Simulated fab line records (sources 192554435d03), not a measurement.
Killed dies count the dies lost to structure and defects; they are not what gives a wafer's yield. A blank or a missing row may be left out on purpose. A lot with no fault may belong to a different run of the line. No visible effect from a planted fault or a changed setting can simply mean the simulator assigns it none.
fab line records :: flow n5_finfet :: part 2 of 2: steps 24 to 29 of 29
record
  lots=5
  wafers=15
  last_day=16
route steps=1938 shown BEOL_M11@1546
lots with no fault: from the same line, run without faults
start_h: the number of hours between the record's first day and the start of the first shown wafer of the lot :: wait_h: how many hours have passed since the lot's step before this one :: " identical to the entry in the row above :: L1.1+2: a single row standing in for several wafers :: - no value, or no start was given :: * or withheld: withheld :: < > ~ a bound
route shown NAME@n: a module of which the file shows steps, and the number in the route of the first :: usual: average and standard deviation across the fault-free wafers :: same: alike in all rows :: chamber/n: place in a boat :: sites: each site's reading :: _std_site: how widely they spread, as a standard deviation :: _edge_site: the outer-site mean with the inner-site mean subtracted :: radius_mm: for every site, how far away it sits from the centre of the wafer :: mask NAME#n: copy n :: behind: tool/chamber where the wafer was last shaped :: hold: what put the lot on hold/how long, in hours/how the hold closed :: device: the n, p or np transistor that did not switch :: end of line: tests run on the same wafers once the route is complete :: a step without rows: its recipe alone :: killed: dies that structure and defects cost at the first sort, which is not the same as the wafer's yield :: map: per-die view of a wafer (x killed, . not killed, _ where there is no die)
set.NAME: setting as actually run; set.NAME@STEP: the setting as run at that earlier step :: model.NAME: the simulator's own value behind a step, which no gauge read
a table for each step, a row for each wafer; lots at some steps of the route
services: from which hour (start_h, from the record's first day; less than 0 if before it) a tool's chamber was out of use, for how many hours, and why
## steps
# step N5_BEOL_M11_OVL_MEAS_29
# recipe
  points_per_wafer=44
# usual
  V10_OVL=-0.2/0.72
lot.wafer: L075.3
tool: overlay-02
chamber: 0
start_h: 240.70
wait_h: 0.0
V10_OVL[nm]: -1.9

lot.wafer: L075.4
tool: overlay-02
chamber: 0
start_h: 240.70
wait_h: 0.0
V10_OVL[nm]: -0.9

lot.wafer: L075.6
tool: overlay-02
chamber: 0
start_h: 240.70
wait_h: 0.0
V10_OVL[nm]: -1.1

lot.wafer: L082.2
tool: overlay-02
chamber: 0
start_h: 278.73
wait_h: 0.0
V10_OVL[nm]: -0.6

lot.wafer: L082.4
tool: overlay-02
chamber: 0
start_h: 278.73
wait_h: 0.0
V10_OVL[nm]: -2.4

lot.wafer: L082.6
tool: overlay-02
chamber: 0
start_h: 278.73
wait_h: 0.0
V10_OVL[nm]: -0.4

lot.wafer: L083.1
tool: overlay-01
chamber: 0
start_h: 289.98
wait_h: 0.0
V10_OVL[nm]: -1.0

lot.wafer: L083.3
tool: overlay-01
chamber: 0
start_h: 289.98
wait_h: 0.0
V10_OVL[nm]: 0.2

lot.wafer: L083.4
tool: overlay-01
chamber: 0
start_h: 289.98
wait_h: 0.0
V10_OVL[nm]: 0.2

lot.wafer: L095.4
tool: overlay-02
chamber: 0
start_h: 339.48
wait_h: 0.0
V10_OVL[nm]: -0.3

lot.wafer: L095.5
tool: overlay-02
chamber: 0
start_h: 339.48
wait_h: 0.0
V10_OVL[nm]: -0.9

lot.wafer: L095.6
tool: overlay-02
chamber: 0
start_h: 339.48
wait_h: 0.0
V10_OVL[nm]: -0.8

lot.wafer: L094.4
tool: overlay-01
chamber: 0
start_h: 350.98
wait_h: 0.0
V10_OVL[nm]: -1.1

lot.wafer: L094.5
tool: overlay-01
chamber: 0
start_h: 350.98
wait_h: 0.0
V10_OVL[nm]: 0.6

lot.wafer: L094.6
tool: overlay-01
chamber: 0
start_h: 350.98
wait_h: 0.0
V10_OVL[nm]: -0.1
# step N5_BEOL_M11_INSPECT_30
# recipe
  mode=adi
  inspect_instrument=brightfield
# usual
  raw_defect_count=434/110
lot.wafer: L075.3
tool: defect_inspect-02
chamber: -
start_h: 240.72
wait_h: 0.0
raw_defect_count: 527

lot.wafer: L075.4
tool: defect_inspect-02
chamber: -
start_h: 240.72
wait_h: 0.0
raw_defect_count: 426

lot.wafer: L075.6
tool: defect_inspect-02
chamber: -
start_h: 240.72
wait_h: 0.0
raw_defect_count: 354

lot.wafer: L082.2
tool: defect_inspect-01
chamber: -
start_h: 278.76
wait_h: 0.0
raw_defect_count: 350

lot.wafer: L082.4
tool: defect_inspect-01
chamber: -
start_h: 278.76
wait_h: 0.0
raw_defect_count: 427

lot.wafer: L082.6
tool: defect_inspect-01
chamber: -
start_h: 278.76
wait_h: 0.0
raw_defect_count: 385

lot.wafer: L083.1
tool: defect_inspect-02
chamber: -
start_h: 290.00
wait_h: 0.0
raw_defect_count: 299

lot.wafer: L083.3
tool: defect_inspect-02
chamber: -
start_h: 290.00
wait_h: 0.0
raw_defect_count: 464

lot.wafer: L083.4
tool: defect_inspect-02
chamber: -
start_h: 290.00
wait_h: 0.0
raw_defect_count: 434

lot.wafer: L095.4
tool: defect_inspect-01
chamber: -
start_h: 339.51
wait_h: 0.0
raw_defect_count: 477

lot.wafer: L095.5
tool: defect_inspect-01
chamber: -
start_h: 339.51
wait_h: 0.0
raw_defect_count: 497

lot.wafer: L095.6
tool: defect_inspect-01
chamber: -
start_h: 339.51
wait_h: 0.0
raw_defect_count: 435

lot.wafer: L094.4
tool: defect_inspect-02
chamber: -
start_h: 351.01
wait_h: 0.0
raw_defect_count: 319

lot.wafer: L094.5
tool: defect_inspect-02
chamber: -
start_h: 351.01
wait_h: 0.0
raw_defect_count: 468

lot.wafer: L094.6
tool: defect_inspect-02
chamber: -
start_h: 351.01
wait_h: 0.0
raw_defect_count: 439
# step N5_BEOL_M11_DESCUM_33
# recipe
  chemistry=O2
  time_s=7.9
  source_power_w=50
  bias_power_w=20
  pressure_mtorr=20
  rf_frequency_hz=2.712e+07
  temp_c=40
  resist=CAR-ArF
  o2_flow_sccm=225
# usual
  drypump_motor_current_A=5.8/0.45
  oes_product_au=0.79/0.071
  rf_vpp_V=243.1/1.5
  showerhead_plenum_p_Torr=2.09/0.081
  throttle_valve_pct=20.44/0.2
lot.wafer: L075.3
tool: rie_diel-03
chamber: 2
start_h: 240.76
wait_h: 0.0
drypump_motor_current_A: 6.2
oes_product_au: 0.81
rf_hours_counter_h: 87
rf_vpp_V: 242.3
showerhead_plenum_p_Torr: 2.11
throttle_valve_pct: 20.18

lot.wafer: L075.4
tool: rie_diel-03
chamber: 3
start_h: 240.76
wait_h: 0.0
drypump_motor_current_A: 6.1
oes_product_au: 0.89
rf_hours_counter_h: 33
rf_vpp_V: 245.4
showerhead_plenum_p_Torr: 2.22
throttle_valve_pct: 20.49

lot.wafer: L075.6
tool: rie_diel-03
chamber: 0
start_h: 240.76
wait_h: 0.0
drypump_motor_current_A: 5.4
oes_product_au: 0.74
rf_hours_counter_h: -
rf_vpp_V: 243.1
showerhead_plenum_p_Torr: 2.08
throttle_valve_pct: 20.59

lot.wafer: L082.2
tool: rie_diel-04
chamber: 2
start_h: 278.90
wait_h: 0.1
drypump_motor_current_A: 4.7
oes_product_au: 0.71
rf_hours_counter_h: 209
rf_vpp_V: 242.5
showerhead_plenum_p_Torr: 2.16
throttle_valve_pct: 20.25

lot.wafer: L082.4
tool: rie_diel-04
chamber: 3
start_h: 278.90
wait_h: 0.1
drypump_motor_current_A: 6.0
oes_product_au: 0.73
rf_hours_counter_h: 186
rf_vpp_V: 240.8
showerhead_plenum_p_Torr: 1.99
throttle_valve_pct: 20.40

lot.wafer: L082.6
tool: rie_diel-04
chamber: 3
start_h: 278.90
wait_h: 0.1
drypump_motor_current_A: 6.0
oes_product_au: 0.72
rf_hours_counter_h: -
rf_vpp_V: 241.3
showerhead_plenum_p_Torr: 1.99
throttle_valve_pct: 20.38

lot.wafer: L083.1
tool: rie_diel-04
chamber: 2
start_h: 290.03
wait_h: 0.0
drypump_motor_current_A: 4.8
oes_product_au: 0.72
rf_hours_counter_h: 212
rf_vpp_V: 244.8
showerhead_plenum_p_Torr: 2.15
throttle_valve_pct: 20.24

lot.wafer: L083.3
tool: rie_diel-04
chamber: 1
start_h: 290.03
wait_h: 0.0
drypump_motor_current_A: 5.4
oes_product_au: 0.82
rf_hours_counter_h: 82
rf_vpp_V: 241.1
showerhead_plenum_p_Torr: 2.02
throttle_valve_pct: 20.78

lot.wafer: L083.4
tool: rie_diel-04
chamber: 3
start_h: 290.03
wait_h: 0.0
drypump_motor_current_A: 6.0
oes_product_au: 0.72
rf_hours_counter_h: 189
rf_vpp_V: 241.3
showerhead_plenum_p_Torr: 1.99
throttle_valve_pct: 20.40

lot.wafer: L095.4
tool: rie_diel-03
chamber: 0
start_h: 339.54
wait_h: 0.0
drypump_motor_current_A: 5.4
oes_product_au: 0.71
rf_hours_counter_h: 205
rf_vpp_V: 242.7
showerhead_plenum_p_Torr: 2.07
throttle_valve_pct: 20.62

lot.wafer: L095.5
tool: rie_diel-03
chamber: 2
start_h: 339.54
wait_h: 0.0
drypump_motor_current_A: 6.2
oes_product_au: 0.78
rf_hours_counter_h: -
rf_vpp_V: 242.0
showerhead_plenum_p_Torr: 2.10
throttle_valve_pct: 20.26

lot.wafer: L095.6
tool: rie_diel-03
chamber: 3
start_h: 339.54
wait_h: 0.0
drypump_motor_current_A: 6.1
oes_product_au: 0.85
rf_hours_counter_h: -
rf_vpp_V: 246.5
showerhead_plenum_p_Torr: 2.21
throttle_valve_pct: 20.54

lot.wafer: L094.4
tool: rie_diel-03
chamber: 2
start_h: 351.04
wait_h: 0.0
drypump_motor_current_A: 6.2
oes_product_au: 0.79
rf_hours_counter_h: 123
rf_vpp_V: 243.8
showerhead_plenum_p_Torr: 2.10
throttle_valve_pct: 20.25

lot.wafer: L094.5
tool: rie_diel-03
chamber: 3
start_h: 351.04
wait_h: 0.0
drypump_motor_current_A: 6.1
oes_product_au: 0.84
rf_hours_counter_h: -
rf_vpp_V: 243.8
showerhead_plenum_p_Torr: 2.21
throttle_valve_pct: 20.57

lot.wafer: L094.6
tool: rie_diel-03
chamber: 0
start_h: 351.04
wait_h: 0.0
drypump_motor_current_A: 5.4
oes_product_au: 0.71
rf_hours_counter_h: -
rf_vpp_V: 243.0
showerhead_plenum_p_Torr: 2.07
throttle_valve_pct: 20.63
# step N5_BEOL_M11_ETCH_65
# recipe
  chemistry=CF4
  target=SiARC
  target_depth_a=390
  mask_material=CAR-ArF
  time_s=65
  ion_energy_ev=80
  pressure_mtorr=40
  source_w=545
  bias_w=36
  Ar_flow_sccm=100
  cf4_flow_sccm=100
  ends=cleared
# usual
  bias_w=36.01/0.12
  drypump_motor_current_A=5.8/0.45
  etch_rf_on_time_s=64.9/1.1
  oes_product_au=0.67/0.06
  rf_vpp_V=184.1/1.3
  showerhead_plenum_p_Torr=2.14/0.08
  throttle_valve_pct=15.64/0.19
lot.wafer: L075.3
tool: rie_diel-03
chamber: 2
start_h: 240.79
wait_h: 0.0
bias_w: 36.13
drypump_motor_current_A: 6.2
etch_rf_on_time_s: 65.7
oes_product_au: 0.70
rf_hours_counter_h: 87
rf_vpp_V: 183.6
showerhead_plenum_p_Torr: 2.17
throttle_valve_pct: 15.47

lot.wafer: L075.4
tool: rie_diel-03
chamber: 3
start_h: 240.79
wait_h: 0.0
bias_w: 36.14
drypump_motor_current_A: 6.0
etch_rf_on_time_s: 64.1
oes_product_au: 0.77
rf_hours_counter_h: 33
rf_vpp_V: 185.5
showerhead_plenum_p_Torr: 2.28
throttle_valve_pct: 15.68

lot.wafer: L075.6
tool: rie_diel-03
chamber: 0
start_h: 240.79
wait_h: 0.0
bias_w: 36.08
drypump_motor_current_A: 5.4
etch_rf_on_time_s: 65.7
oes_product_au: 0.63
rf_hours_counter_h: -
rf_vpp_V: 184.4
showerhead_plenum_p_Torr: 2.14
throttle_valve_pct: 15.83

lot.wafer: L082.2
tool: rie_diel-04
chamber: 2
start_h: 278.94
wait_h: 0.0
bias_w: 35.89
drypump_motor_current_A: 4.8
etch_rf_on_time_s: 64.8
oes_product_au: 0.60
rf_hours_counter_h: 209
rf_vpp_V: 183.9
showerhead_plenum_p_Torr: 2.21
throttle_valve_pct: 15.54

lot.wafer: L082.4
tool: rie_diel-04
chamber: 3
start_h: 278.94
wait_h: 0.0
bias_w: 36.09
drypump_motor_current_A: 6.0
etch_rf_on_time_s: 64.2
oes_product_au: 0.62
rf_hours_counter_h: 186
rf_vpp_V: 181.6
showerhead_plenum_p_Torr: 2.05
throttle_valve_pct: 15.63

lot.wafer: L082.6
tool: rie_diel-04
chamber: 3
start_h: 278.94
wait_h: 0.0
bias_w: 36.06
drypump_motor_current_A: 6.0
etch_rf_on_time_s: 64.0
oes_product_au: 0.62
rf_hours_counter_h: -
rf_vpp_V: 182.3
showerhead_plenum_p_Torr: 2.05
throttle_valve_pct: 15.63

lot.wafer: L083.1
tool: rie_diel-04
chamber: 2
start_h: 290.07
wait_h: 0.0
bias_w: 35.79
drypump_motor_current_A: 4.8
etch_rf_on_time_s: 65.2
oes_product_au: 0.61
rf_hours_counter_h: 212
rf_vpp_V: 183.7
showerhead_plenum_p_Torr: 2.21
throttle_valve_pct: 15.53

lot.wafer: L083.3
tool: rie_diel-04
chamber: 1
start_h: 290.07
wait_h: 0.0
bias_w: 35.98
drypump_motor_current_A: 5.4
etch_rf_on_time_s: 63.5
oes_product_au: 0.70
rf_hours_counter_h: 82
rf_vpp_V: 181.8
showerhead_plenum_p_Torr: 2.08
throttle_valve_pct: 15.93

lot.wafer: L083.4
tool: rie_diel-04
chamber: 3
start_h: 290.07
wait_h: 0.0
bias_w: 36.07
drypump_motor_current_A: 6.0
etch_rf_on_time_s: 64.1
oes_product_au: 0.62
rf_hours_counter_h: 189
rf_vpp_V: 183.0
showerhead_plenum_p_Torr: 2.05
throttle_valve_pct: 15.67

lot.wafer: L095.4
tool: rie_diel-03
chamber: 0
start_h: 339.57
wait_h: 0.0
bias_w: 36.15
drypump_motor_current_A: 5.4
etch_rf_on_time_s: 66.0
oes_product_au: 0.60
rf_hours_counter_h: 205
rf_vpp_V: 183.1
showerhead_plenum_p_Torr: 2.13
throttle_valve_pct: 15.89

lot.wafer: L095.5
tool: rie_diel-03
chamber: 2
start_h: 339.57
wait_h: 0.0
bias_w: 36.04
drypump_motor_current_A: 6.2
etch_rf_on_time_s: 65.7
oes_product_au: 0.67
rf_hours_counter_h: -
rf_vpp_V: 183.7
showerhead_plenum_p_Torr: 2.16
throttle_valve_pct: 15.51

lot.wafer: L095.6
tool: rie_diel-03
chamber: 3
start_h: 339.57
wait_h: 0.0
bias_w: 35.96
drypump_motor_current_A: 6.1
etch_rf_on_time_s: 63.2
oes_product_au: 0.72
rf_hours_counter_h: -
rf_vpp_V: 185.0
showerhead_plenum_p_Torr: 2.26
throttle_valve_pct: 15.74

lot.wafer: L094.4
tool: rie_diel-03
chamber: 2
start_h: 351.08
wait_h: 0.0
bias_w: 35.98
drypump_motor_current_A: 6.2
etch_rf_on_time_s: 66.0
oes_product_au: 0.67
rf_hours_counter_h: 123
rf_vpp_V: 182.9
showerhead_plenum_p_Torr: 2.16
throttle_valve_pct: 15.54

lot.wafer: L094.5
tool: rie_diel-03
chamber: 3
start_h: 351.08
wait_h: 0.0
bias_w: 35.82
drypump_motor_current_A: 6.1
etch_rf_on_time_s: 64.7
oes_product_au: 0.72
rf_hours_counter_h: -
rf_vpp_V: 186.1
showerhead_plenum_p_Torr: 2.26
throttle_valve_pct: 15.75

lot.wafer: L094.6
tool: rie_diel-03
chamber: 0
start_h: 351.08
wait_h: 0.0
bias_w: 36.03
drypump_motor_current_A: 5.4
etch_rf_on_time_s: 65.8
oes_product_au: 0.60
rf_hours_counter_h: -
rf_vpp_V: 184.0
showerhead_plenum_p_Torr: 2.12
throttle_valve_pct: 15.91
# step N5_BEOL_M11_ETCH_66
# recipe
  chemistry=N2/H2
  target=SOC
  target_depth_a=1200
  overetch_a=240
  mask_material=SiARC
  temp_c=40
  time_s=180
  ion_energy_ev=200
  pressure_mtorr=30
  source_w=840
  bias_w=150
  n2_flow_sccm=200
  h2_flow_sccm=200
# usual
  bias_w=150.0/0.41
  drypump_motor_current_A=5.8/0.45
  oes_product_au=0.64/0.055
  rf_vpp_V=523.9/2.9
  showerhead_plenum_p_Torr=2.54/0.1
  throttle_valve_pct=17.86/0.22
lot.wafer: L075.3
tool: rie_diel-03
chamber: 2
start_h: 240.84
wait_h: 0.0
bias_w: 149.5
drypump_motor_current_A: 6.2
oes_product_au: 0.66
rf_hours_counter_h: 87
rf_vpp_V: 525.2
showerhead_plenum_p_Torr: 2.57
throttle_valve_pct: 17.58

lot.wafer: L075.4
tool: rie_diel-03
chamber: 3
start_h: 240.84
wait_h: 0.0
bias_w: 149.1
drypump_motor_current_A: 6.1
oes_product_au: 0.72
rf_hours_counter_h: 33
rf_vpp_V: 529.2
showerhead_plenum_p_Torr: 2.71
throttle_valve_pct: 17.98

lot.wafer: L075.6
tool: rie_diel-03
chamber: 0
start_h: 240.84
wait_h: 0.0
bias_w: 149.9
drypump_motor_current_A: 5.4
oes_product_au: 0.60
rf_hours_counter_h: -
rf_vpp_V: 523.9
showerhead_plenum_p_Torr: 2.54
throttle_valve_pct: 17.93

lot.wafer: L082.2
tool: rie_diel-04
chamber: 2
start_h: 278.99
wait_h: 0.0
bias_w: 150.0
drypump_motor_current_A: 4.8
oes_product_au: 0.57
rf_hours_counter_h: 209
rf_vpp_V: 525.8
showerhead_plenum_p_Torr: 2.63
throttle_valve_pct: 17.70

lot.wafer: L082.4
tool: rie_diel-04
chamber: 3
start_h: 278.99
wait_h: 0.0
bias_w: 149.9
drypump_motor_current_A: 6.0
oes_product_au: 0.58
rf_hours_counter_h: 186
rf_vpp_V: 519.5
showerhead_plenum_p_Torr: 2.42
throttle_valve_pct: 17.84

lot.wafer: L082.6
tool: rie_diel-04
chamber: 3
start_h: 278.99
wait_h: 0.0
bias_w: 150.6
drypump_motor_current_A: 6.0
oes_product_au: 0.58
rf_hours_counter_h: -
rf_vpp_V: 520.6
showerhead_plenum_p_Torr: 2.42
throttle_valve_pct: 17.84

lot.wafer: L083.1
tool: rie_diel-04
chamber: 2
start_h: 290.12
wait_h: 0.0
bias_w: 150.7
drypump_motor_current_A: 4.8
oes_product_au: 0.57
rf_hours_counter_h: 212
rf_vpp_V: 526.2
showerhead_plenum_p_Torr: 2.63
throttle_valve_pct: 17.69

lot.wafer: L083.3
tool: rie_diel-04
chamber: 1
start_h: 290.12
wait_h: 0.0
bias_w: 150.3
drypump_motor_current_A: 5.4
oes_product_au: 0.65
rf_hours_counter_h: 82
rf_vpp_V: 520.9
showerhead_plenum_p_Torr: 2.46
throttle_valve_pct: 18.23

lot.wafer: L083.4
tool: rie_diel-04
chamber: 3
start_h: 290.12
wait_h: 0.0
bias_w: 150.4
drypump_motor_current_A: 6.0
oes_product_au: 0.58
rf_hours_counter_h: 189
rf_vpp_V: 520.5
showerhead_plenum_p_Torr: 2.42
throttle_valve_pct: 17.86

lot.wafer: L095.4
tool: rie_diel-03
chamber: 0
start_h: 339.62
wait_h: 0.0
bias_w: 149.8
drypump_motor_current_A: 5.4
oes_product_au: 0.59
rf_hours_counter_h: 205
rf_vpp_V: 521.3
showerhead_plenum_p_Torr: 2.52
throttle_valve_pct: 18.01

lot.wafer: L095.5
tool: rie_diel-03
chamber: 2
start_h: 339.62
wait_h: 0.0
bias_w: 149.5
drypump_motor_current_A: 6.2
oes_product_au: 0.64
rf_hours_counter_h: -
rf_vpp_V: 523.5
showerhead_plenum_p_Torr: 2.56
throttle_valve_pct: 17.65

lot.wafer: L095.6
tool: rie_diel-03
chamber: 3
start_h: 339.62
wait_h: 0.0
bias_w: 150.5
drypump_motor_current_A: 6.0
oes_product_au: 0.68
rf_hours_counter_h: -
rf_vpp_V: 528.3
showerhead_plenum_p_Torr: 2.69
throttle_valve_pct: 18.05

lot.wafer: L094.4
tool: rie_diel-03
chamber: 2
start_h: 351.13
wait_h: 0.0
bias_w: 150.4
drypump_motor_current_A: 6.2
oes_product_au: 0.64
rf_hours_counter_h: 123
rf_vpp_V: 524.6
showerhead_plenum_p_Torr: 2.55
throttle_valve_pct: 17.64

lot.wafer: L094.5
tool: rie_diel-03
chamber: 3
start_h: 351.13
wait_h: 0.0
bias_w: 150.3
drypump_motor_current_A: 6.1
oes_product_au: 0.68
rf_hours_counter_h: -
rf_vpp_V: 527.5
showerhead_plenum_p_Torr: 2.69
throttle_valve_pct: 18.07

lot.wafer: L094.6
tool: rie_diel-03
chamber: 0
start_h: 351.13
wait_h: 0.0
bias_w: 150.0
drypump_motor_current_A: 5.4
oes_product_au: 0.58
rf_hours_counter_h: -
rf_vpp_V: 523.0
showerhead_plenum_p_Torr: 2.52
throttle_valve_pct: 18.00
# step N5_BEOL_M11_STRIP_69
# recipe
  chemistry=N2/H2
  temp_c=40
  n2_flow_sccm=200
  h2_flow_sccm=200
  rf_frequency_hz=6e+07
lot.wafer: L075.3+4+6
tool: rie_diel-03
chamber: 2,3,0
start_h: 240.96
wait_h: 0.1

lot.wafer: L082.2+4+6
tool: rie_diel-04
chamber: 2,3,3
start_h: 279.10
wait_h: 0.1

lot.wafer: L083.1+3+4
tool: rie_diel-04
chamber: 2,1,3
start_h: 290.23
wait_h: 0.1

lot.wafer: L095.4+5+6
tool: rie_diel-03
chamber: 0,2,3
start_h: 339.74
wait_h: 0.1

lot.wafer: L094.4+5+6
tool: rie_diel-03
chamber: 2,3,0
start_h: 351.24
wait_h: 0.1
## services
tool: arfi_scanner-01
chamber: -
start_h: 233.70
hours: 0.4
kind: repair

tool: arfi_scanner-03
chamber: -
start_h: 233.80
hours: 0.8
kind: pm

tool: arfi_scanner-02
chamber: -
start_h: 235.63
hours: 1.3
kind: pm

tool: arfi_scanner-03
chamber: -
start_h: 235.73
hours: 1.3
kind: pm

tool: rie_diel-05
chamber: 3
start_h: 242.10
hours: -
kind: clean

tool: rie_diel-05
chamber: 3
start_h: 242.10
hours: -
kind: consumable_replace:focus_ring

tool: rie_diel-05
chamber: 3
start_h: 242.10
hours: 27.1
kind: scheduled_down

tool: rie_diel-05
chamber: 3
start_h: 242.10
hours: 27.1
kind: vent_cycle

tool: rie_diel-05
chamber: 1
start_h: 245.40
hours: 1.7
kind: repair

tool: arfi_scanner-01
chamber: -
start_h: 251.08
hours: 0.4
kind: repair

tool: arfi_scanner-03
chamber: -
start_h: 264.05
hours: 2.2
kind: repair

tool: arfi_scanner-01
chamber: -
start_h: 269.72
hours: 1.3
kind: pm

tool: rie_diel-04
chamber: 2
start_h: 270.32
hours: 2.7
kind: repair

tool: arfi_scanner-02
chamber: -
start_h: 271.84
hours: 0.8
kind: pm

tool: rie_metal-03
chamber: -
start_h: 279.19
hours: 0.3
kind: repair

tool: arfi_scanner-02
chamber: -
start_h: 292.34
hours: 0.3
kind: repair

tool: rie_diel-04
chamber: 2
start_h: 293.38
hours: 3.7
kind: repair

tool: arfi_scanner-02
chamber: -
start_h: 306.32
hours: 0.9
kind: repair

tool: arfi_scanner-03
chamber: -
start_h: 306.91
hours: 0.3
kind: repair

tool: rie_metal-01
chamber: -
start_h: 311.80
hours: 2.8
kind: pm

tool: arfi_scanner-02
chamber: -
start_h: 311.85
hours: 1.0
kind: pm

tool: arfi_scanner-03
chamber: -
start_h: 329.19
hours: 3.2
kind: repair

tool: arfi_scanner-03
chamber: -
start_h: 340.90
hours: 2.9
kind: repair

tool: arfi_scanner-01
chamber: -
start_h: 341.26
hours: 1.0
kind: pm
